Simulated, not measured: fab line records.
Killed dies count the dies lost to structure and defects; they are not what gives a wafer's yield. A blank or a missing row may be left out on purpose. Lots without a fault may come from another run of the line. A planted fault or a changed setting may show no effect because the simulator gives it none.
fab line records -- flow n5_finfet
[record] lots = 11, wafers = 32, last_day = 19
route steps=1938 shown BEOL_M11@1597 BEOL_M12@1616 PASSIVATION@1936
lots that met no fault: taken from a fault-free run of the same line
start_h: the number of hours between the record's first day and the start of the first shown wafer of the lot -- wait_h: hours elapsed since this lot's preceding step -- " the same as in the row above -- L1.1+2: one row covering several wafers at once -- - either no value or no given start -- * or withheld: withheld -- < > ~ a bound
route shown NAME@n: NAME is a module with steps in the file, n the number in the route of the first one -- usual: mean/standard deviation of fault-free wafers -- same: alike in all rows -- chamber/n: place in a boat -- sites: readings site by site -- _std_site: their standard deviation -- _edge_site: inner sites' mean taken away from outer sites' mean -- radius_mm: how far each site lies from the wafer's centre -- mask NAME#n: copy n -- behind: tool/chamber where the wafer was last shaped -- hold: what put the lot on hold/how long, in hours/how the hold closed -- device: whichever transistor did not switch (one of n, p or np) -- end of line: at the end of the route, the tests of the same wafers -- where a step has no rows: the recipe by itself -- killed: the dies lost at the first sort to structure and to defects; this is not the yield of the wafer -- map: shows each die of a wafer: x if killed, . if not, _ if none is there
set.NAME: setting as actually run; set.NAME@STEP: the setting as run at that earlier step -- model.NAME: the simulator's own value behind a step, which no gauge read
a sample of lots followed through the steps of the route, with each step as a table and each wafer as a row
services: from which hour (start_h, from the record's first day; less than 0 if before it) a tool's chamber was out of use, for how many hours, and why
[[steps]]
[step N5_BEOL_M11_THK_MEAS_53]
[recipe] thk_meas_gauge = xrf, reads = Cu_of_BEOL_M11_ECD_50
[usual] M11_THK = 139.7/2.6
lot.wafer,tool,chamber,start_h,wait_h,M11_THK[nm]
L200.2,film_metro-02,-,265.44,-,138.3
L200.3,film_metro-02,-,265.44,-,141.8
L198.1,film_metro-02,-,270.77,-,136.7
L198.3,film_metro-02,-,270.77,-,140.1
L198.5,film_metro-02,-,270.77,-,138.2
L202.1,film_metro-02,-,294.44,-,142.0
L202.3,film_metro-02,-,294.44,-,142.8
L202.6,film_metro-02,-,294.44,-,139.7
L205.1,film_metro-02,-,300.16,-,140.2
L205.4,film_metro-02,-,300.16,-,137.2
L205.6,film_metro-02,-,300.16,-,138.3
L206.1,film_metro-01,-,308.15,-,139.9
L206.3,film_metro-01,-,308.15,-,137.5
L206.6,film_metro-01,-,308.15,-,139.3
L208.3,film_metro-01,-,334.09,-,143.6
L208.4,film_metro-01,-,334.09,-,144.1
L208.6,film_metro-01,-,334.09,-,142.8
L209.3,film_metro-02,-,341.25,-,142.4
L209.5,film_metro-02,-,341.25,-,140.1
L209.6,film_metro-02,-,341.25,-,142.3
L218.3,film_metro-02,-,387.04,-,140.3
L218.5,film_metro-02,-,387.04,-,142.5
L218.6,film_metro-02,-,387.04,-,145.6
L217.1,film_metro-01,-,388.40,-,137.8
L217.3,film_metro-01,-,388.40,-,139.2
L217.5,film_metro-01,-,388.40,-,138.6
L221.1,film_metro-01,-,403.78,-,137.2
L221.3,film_metro-01,-,403.78,-,143.1
L221.4,film_metro-01,-,403.78,-,138.8
L220.3,film_metro-01,-,408.30,-,140.8
L220.4,film_metro-01,-,408.30,-,137.7
L220.5,film_metro-01,-,408.30,-,135.0
[step N5_BEOL_M12_ETCH_59]
[recipe] chemistry = N2/H2, target = BARC, target_depth_a = 890, overetch_a = 267, time_s = 67.9, ion_energy_ev = 200, pressure_mtorr = 30, source_w = 840, bias_w = 150, n2_flow_sccm = 200, h2_flow_sccm = 200
[usual] drypump_motor_current_A = 5.6/0.49, oes_product_au = 0.68/0.055, rf_vpp_V = 524.1/2.7, showerhead_plenum_p_Torr = 2.55/0.093, throttle_valve_pct = 17.80/0.19
lot.wafer,tool,chamber,start_h,wait_h,drypump_motor_current_A,oes_product_au,rf_hours_counter_h,rf_vpp_V,showerhead_plenum_p_Torr,throttle_valve_pct
L200.2,rie_diel-04,2,266.32,0.0,6.8,0.57,245,523.1,2.50,18.35
L200.3,rie_diel-04,3,266.32,0.0,5.8,0.59,217,523.1,2.51,17.67
L198.1,rie_diel-04,0,271.52,0.0,5.0,0.68,122,519.4,2.44,17.95
L198.3,rie_diel-04,2,271.52,0.0,6.8,0.56,247,523.1,2.50,18.37
L198.5,rie_diel-04,3,271.52,0.0,5.8,0.59,-,523.3,2.51,17.70
L202.1,rie_diel-03,1,295.77,0.0,6.3,0.65,137,524.3,2.54,17.47
L202.3,rie_diel-03,3,295.77,0.0,5.7,0.66,134,522.6,2.44,17.79
L202.6,rie_diel-03,3,295.77,0.0,5.7,0.66,-,520.9,2.44,17.79
L205.1,rie_diel-04,0,300.90,0.0,5.0,0.66,136,521.2,2.44,17.98
L205.4,rie_diel-04,1,300.90,0.0,5.7,0.62,-,519.0,2.41,17.61
L205.6,rie_diel-04,0,300.90,0.0,5.0,0.67,-,520.7,2.44,17.97
L206.1,rie_diel-06,0,309.02,0.0,5.3,0.72,62,526.5,2.58,17.87
L206.3,rie_diel-06,3,309.02,0.0,5.0,0.74,70,528.0,2.67,17.88
L206.6,rie_diel-06,2,309.02,0.0,5.4,0.76,-,526.4,2.57,17.60
L208.3,rie_diel-06,2,334.85,0.0,5.3,0.75,33,524.4,2.57,17.62
L208.4,rie_diel-06,3,334.85,0.0,5.0,0.73,78,526.6,2.66,17.87
L208.6,rie_diel-06,3,334.85,0.0,5.0,0.72,-,527.8,2.67,17.89
L209.3,rie_diel-04,0,342.17,0.0,5.0,0.65,153,521.3,2.43,18.00
L209.5,rie_diel-04,2,342.17,0.0,6.8,0.81,-,521.4,2.49,17.95
L209.6,rie_diel-04,1,342.17,0.0,5.7,0.61,-,518.9,2.40,17.62
L218.3,rie_diel-03,3,387.91,0.0,5.7,0.64,167,520.2,2.43,17.86
L218.5,rie_diel-03,0,387.91,0.0,5.2,0.62,-,527.8,2.62,17.92
L218.6,rie_diel-03,1,387.91,0.0,6.3,0.63,-,522.2,2.52,17.53
L217.1,rie_diel-03,3,389.71,0.0,5.7,0.64,168,520.9,2.43,17.85
L217.3,rie_diel-03,0,389.71,0.0,5.2,0.63,175,526.0,2.62,17.93
L217.5,rie_diel-03,3,389.71,0.0,5.7,0.64,-,520.7,2.43,17.86
L221.1,rie_diel-06,1,404.53,0.0,5.9,0.69,118,526.1,2.67,17.87
L221.3,rie_diel-06,3,404.53,0.0,4.9,0.70,106,526.6,2.65,17.95
L221.4,rie_diel-06,1,404.53,0.0,5.9,0.68,-,527.6,2.67,17.87
L220.3,rie_diel-03,0,409.16,0.0,5.2,0.62,183,525.6,2.61,17.94
L220.4,rie_diel-03,1,409.16,0.0,6.3,0.62,178,525.6,2.52,17.55
L220.5,rie_diel-03,3,409.16,0.0,5.7,0.63,-,521.8,2.42,17.86
[step N5_BEOL_M12_STRIP_64]
[recipe] chemistry = N2/H2, power_w = 1000, temp_c = 250, h2_frac = 0.65, overash_fraction = 0.3, pressure_mtorr = withheld, n2_flow_sccm = 1750, h2_flow_sccm = 3250
[usual] drypump_motor_current_A = 6.38/0.082, heater_power_w = 322/17, oes_product_au = 0.715/0.0044, strip_time_to_endpoint_s = 31.34/0.086
lot.wafer,tool,chamber,start_h,wait_h,drypump_motor_current_A,heater_power_w,oes_product_au,rf_hours_counter_h,strip_time_to_endpoint_s
L200.2,plasma_asher-02,1,266.63,0.0,6.43,343,0.717,83,31.30
L200.3,plasma_asher-02,1,266.63,0.0,6.41,353,0.717,-,31.29
L198.1,plasma_asher-02,0,271.83,0.0,6.25,317,0.719,85,31.40
L198.3,plasma_asher-02,0,271.83,0.0,6.24,326,0.711,-,31.33
L198.5,plasma_asher-02,1,271.83,0.0,6.44,357,0.715,-,31.32
L202.1,plasma_asher-01,1,296.08,0.0,6.40,310,0.707,115,31.31
L202.3,plasma_asher-01,0,296.08,0.0,6.45,300,0.707,-,31.27
L202.6,plasma_asher-01,0,296.08,0.0,6.45,300,0.714,-,31.31
L205.1,plasma_asher-02,1,301.21,0.0,6.41,345,0.710,90,31.27
L205.4,plasma_asher-02,0,301.21,0.0,6.23,324,0.712,-,31.35
L205.6,plasma_asher-02,1,301.21,0.0,6.42,350,0.718,-,31.34
L206.1,plasma_asher-02,1,309.34,0.0,6.43,352,0.716,92,31.50
L206.3,plasma_asher-02,1,309.34,0.0,6.41,351,0.717,-,31.35
L206.6,plasma_asher-02,0,309.34,0.0,6.26,325,0.722,-,31.41
L208.3,plasma_asher-01,0,335.21,0.0,6.44,304,0.719,-,31.38
L208.4,plasma_asher-01,1,335.21,0.0,6.41,316,0.713,-,31.35
L208.6,plasma_asher-01,1,335.21,0.0,6.40,320,0.726,-,31.31
L209.3,plasma_asher-01,0,342.50,0.0,6.45,300,0.713,-,31.37
L209.5,plasma_asher-01,1,342.50,0.0,6.41,313,0.716,-,31.37
L209.6,plasma_asher-01,0,342.50,0.0,6.45,298,0.713,-,31.36
L218.3,plasma_asher-02,0,388.24,0.0,6.24,322,0.714,-,31.53
L218.5,plasma_asher-02,1,388.24,0.0,6.46,341,0.714,-,31.46
L218.6,plasma_asher-02,0,388.24,0.0,6.24,325,0.710,-,31.41
L217.1,plasma_asher-01,1,390.02,0.0,6.41,324,0.718,134,31.44
L217.3,plasma_asher-01,1,390.02,0.0,6.41,315,0.717,-,31.38
L217.5,plasma_asher-01,1,390.02,0.0,6.38,319,0.708,-,31.41
L221.1,plasma_asher-02,1,404.84,0.0,6.43,354,0.717,110,31.28
L221.3,plasma_asher-02,1,404.84,0.0,6.45,339,0.712,-,31.30
L221.4,plasma_asher-02,0,404.84,0.0,6.23,322,0.720,-,31.27
L220.3,plasma_asher-01,0,409.49,0.0,6.44,296,0.724,-,31.39
L220.4,plasma_asher-01,1,409.49,0.0,6.39,320,0.721,-,31.25
L220.5,plasma_asher-01,0,409.49,0.0,6.45,306,0.714,-,31.28
[step N5_BEOL_M12_COAT_22]
[recipe] spin_rpm = 2888, resist_thk_nm = 300
[usual] spin_speed_rpm = 2887.5/1.8
lot.wafer,tool,chamber,start_h,wait_h,spin_speed_rpm
L200.2,litho_track-01,0,266.85,-,2888.6
L200.3,litho_track-01,0,266.85,-,2886.4
L198.1,litho_track-01,0,272.02,-,2885.3
L198.3,litho_track-01,0,272.02,-,2884.2
L198.5,litho_track-01,0,272.02,-,2885.7
L202.1,litho_track-01,0,296.28,-,2885.4
L202.3,litho_track-01,0,296.28,-,2888.1
L202.6,litho_track-01,0,296.28,-,2886.1
L205.1,litho_track-01,0,301.40,-,2652.4
L205.4,litho_track-01,0,301.40,-,2648.6
L205.6,litho_track-01,0,301.40,-,2650.7
L206.1,litho_track-01,0,309.52,-,2653.9
L206.3,litho_track-01,0,309.52,-,2650.5
L206.6,litho_track-01,0,309.52,-,2651.6
L208.3,litho_track-03,0,335.38,-,2890.4
L208.4,litho_track-03,0,335.38,-,2890.2
L208.6,litho_track-03,0,335.38,-,2888.0
L209.3,litho_track-03,0,342.67,-,2884.7
L209.5,litho_track-03,0,342.67,-,2886.9
L209.6,litho_track-03,0,342.67,-,2887.4
L218.3,litho_track-01,0,388.42,-,2883.9
L218.5,litho_track-01,0,388.42,-,2888.2
L218.6,litho_track-01,0,388.42,-,2883.0
L217.1,litho_track-01,0,390.21,-,2888.6
L217.3,litho_track-01,0,390.21,-,2886.7
L217.5,litho_track-01,0,390.21,-,2887.8
L221.1,litho_track-04,0,405.03,-,2890.8
L221.3,litho_track-04,0,405.03,-,2888.9
L221.4,litho_track-04,0,405.03,-,2887.8
L220.3,litho_track-01,0,409.66,-,2884.2
L220.4,litho_track-01,0,409.66,-,2887.5
L220.5,litho_track-01,0,409.66,-,2886.6
[step N5_PASSIVATION_PROBE_49]
[usual] defect_limited_yield = 91.2/1.4, killed_at_M0_to_M3 = 34/9.4, killed_at_M4_up = 14/5.6, killed_at_contacts = 13/7.8, killed_at_front_end = 37/10, killed_at_other = 4/3.3, killed_dies = 103/17, killed_on_rim = 14/3.5, killed_open = 68/13, killed_short = 33/8.2, sort_bin_5_function = 5.1/0.92, sort_bin_6_memory = 3.3/0.71, sort_bin_8_speed = 0.01/0.043, sort_n_pass = 1077/17, sort_yield_pct = 91.2/1.4
[same] gross_dies = 1180, killed_at_back_side = 0, sort_bin_4_leakage[%] = 0
lot.wafer,tool,chamber,start_h,wait_h,defect_limited_yield[%],killed_at_M0_to_M3,killed_at_M4_up,killed_at_contacts,killed_at_front_end,killed_at_other,killed_dies,killed_on_rim,killed_open,killed_short,sort_bin_5_function[%],sort_bin_6_memory[%],sort_bin_8_speed[%],sort_n_pass,sort_yield_pct[%]
L205.1,prober-02,-,343.83,0.0,91.3,24,25,16,33,5,103,11,72,31,5.5,3.1,0,1077,91.3
L205.4,prober-02,-,343.98,0.2,91.1,29,16,15,39,6,105,12,65,39,4.9,3.8,0,1075,91.1
L205.6,prober-02,-,344.08,0.3,92.7,32,11,3,36,4,86,12,53,32,4.4,2.4,0,1094,92.7
L206.1,prober-02,-,347.14,0.0,93.0,28,9,10,33,3,83,11,59,24,4.1,2.5,0,1097,93.0
L206.3,prober-02,-,347.24,0.1,91.3,30,9,6,50,8,103,14,62,37,5.1,3.1,0,1077,91.3
L206.6,prober-02,-,347.39,0.3,90.6,37,13,10,51,0,111,17,75,27,5.6,3.0,0,1069,90.6
L209.3,prober-01,-,378.02,0.1,91.6,45,6,4,41,3,99,12,56,43,5.0,3.1,0,1081,91.6
L209.5,prober-01,-,378.12,0.2,92.0,45,14,7,20,8,94,16,69,25,5.1,2.5,0,1086,92.0
L209.6,prober-01,-,378.17,0.3,91.7,37,12,12,37,0,98,9,61,32,5.3,2.3,0,1082,91.7
// killed by level:class
L205.1 MOL_CONTACT_COAG:geometric_particle:open=15 BEOL_M0_SAQP:geometric_particle:short=8 STI_FIN_REVEAL:geometric_particle:open=7 FIN_SAQP:geometric_particle:short=6 BEOL_M5:geometric_particle:open=6 GATE_CUT:geometric_particle:short=5 BEOL_M0_SAQP:geometric_particle:open=5 BEOL_M7:geometric_particle:open=5
L205.4 BEOL_M0_SAQP:geometric_particle:open=14 MOL_CONTACT_COAG:geometric_particle:open=9 FIN_SAQP:geometric_particle:short=7 STI_FIN_REVEAL:geometric_particle:open=7 BEOL_M2:geometric_particle:open=7 MOL_CONTACT_COAG:geometric_particle:short=6 BEOL_M4:geometric_particle:open=6 FIN_SAQP:geometric_particle:open=5
L205.6 BEOL_M0_SAQP:geometric_particle:short=11 STI_FIN_REVEAL:geometric_particle:open=10 BEOL_M0_SAQP:geometric_particle:open=7 GATE_CUT:geometric_particle:short=6 FIN_SAQP:geometric_particle:open=5 BEOL_M1:geometric_particle:open=5 BEOL_M2:geometric_particle:open=4 BEOL_M4:geometric_particle:open=4
L206.1 STI_FIN_REVEAL:geometric_particle:open=10 MOL_CONTACT_COAG:geometric_particle:open=9 BEOL_M0_SAQP:geometric_particle:open=6 BEOL_M1:geometric_particle:open=6 FIN_SAQP:geometric_particle:open=5 BEOL_M3:geometric_particle:open=5 FIN_SAQP:geometric_particle:short=4 BEOL_M2:geometric_particle:open=4
L206.3 STI_FIN_REVEAL:geometric_particle:open=15 BEOL_M0_SAQP:geometric_particle:open=12 BEOL_M0_SAQP:geometric_particle:short=11 ILD0:geometric_particle:short=5 MOL_CONTACT_COAG:geometric_particle:open=5 FIN_SAQP:geometric_particle:short=4 ILD0:geometric_particle:open=4 STARTING-WAFER:geometric_particle:short=4
L206.6 STI_FIN_REVEAL:geometric_particle:open=16 BEOL_M0_SAQP:geometric_particle:open=12 MOL_CONTACT_COAG:geometric_particle:open=9 BEOL_M0_SAQP:geometric_particle:short=9 HKMG_FIN:area_etch=9 DUMMY_GATE:geometric_particle:open=6 BEOL_M2:geometric_particle:open=6 BEOL_M4:geometric_particle:open=5
L209.3 BEOL_M0_SAQP:geometric_particle:short=14 BEOL_M0_SAQP:geometric_particle:open=13 FIN_SAQP:geometric_particle:open=11 FIN_SAQP:geometric_particle:short=6 GATE_CUT:geometric_particle:short=6 BEOL_M1:geometric_particle:open=5 BEOL_M2:geometric_particle:open=5 STARTING-WAFER:geometric_particle:short=5
L209.5 BEOL_M0_SAQP:geometric_particle:open=17 BEOL_M0_SAQP:geometric_particle:short=12 BEOL_M4:geometric_particle:open=9 BEOL_M1:geometric_particle:open=7 MOL_CONTACT_COAG:geometric_particle:open=6 STI_FIN_REVEAL:geometric_particle:open=5 FIN_SAQP:geometric_particle:open=4 BEOL_M3:geometric_particle:open=4
L209.6 MOL_CONTACT_COAG:geometric_particle:open=11 STI_FIN_REVEAL:geometric_particle:open=10 BEOL_M0_SAQP:geometric_particle:open=10 BEOL_M1:geometric_particle:open=7 BEOL_M2:geometric_particle:open=7 FIN_SAQP:geometric_particle:short=6 BEOL_M5:geometric_particle:open=6 BEOL_M0_SAQP:geometric_particle:short=6
[[services]]
tool,chamber,start_h,hours,kind
rie_diel-03,1,265.87,8.3,repair
rie_diel-04,2,281.12,-,clean
rie_diel-04,2,281.12,-,consumable_replace:focus_ring
rie_diel-04,2,281.12,32.3,scheduled_down
rie_diel-04,2,281.12,32.3,vent_cycle
litho_track-01,-,281.34,-,consumable_replace:filter
plasma_asher-01,-,287.13,3.1,repair
rie_diel-03,0,314.36,19.1,repair
rie_diel-03,1,319.35,9.5,repair
rie_diel-06,0,335.30,4.4,repair
rie_diel-03,3,338.59,11.0,repair
plasma_asher-02,-,338.81,2.4,repair
rie_diel-04,3,341.90,-,clean
rie_diel-04,3,341.90,-,consumable_replace:focus_ring
rie_diel-04,3,341.90,15.6,scheduled_down
rie_diel-04,3,341.90,15.6,vent_cycle
rie_diel-04,2,358.26,6.6,repair
rie_diel-06,2,379.85,11.7,repair
rie_diel-03,2,380.00,12.7,repair
rie_diel-04,1,384.22,-,clean
rie_diel-04,1,384.22,-,consumable_replace:focus_ring
rie_diel-06,0,386.76,22.5,repair
rie_diel-03,2,394.52,8.1,repair
rie_diel-06,-,396.50,0.7,repair
[[key]]
[first_sign] step = N5_BEOL_M12_COAT_22, reading = spin_speed_rpm, direction = down, sigmas = 99+, usual = *, struck = *
effect none on later readings
met_at N5_BEOL_M12_COAT_22
struck_lots L205,L206
not_acting_at N5_BEOL_M11_THK_MEAS_53,N5_BEOL_M12_ETCH_59,N5_BEOL_M12_STRIP_64
onset_between 296.28 301.40
[fault] kind = process_parameter_drift, tool = litho_track-01, chamber = -, onset_h = 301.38, steps = N5_BEOL_M12_COAT_22, channel = spin_rpm, offset = *, shape = step, end_h = 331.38, acts_in = *, stated = *
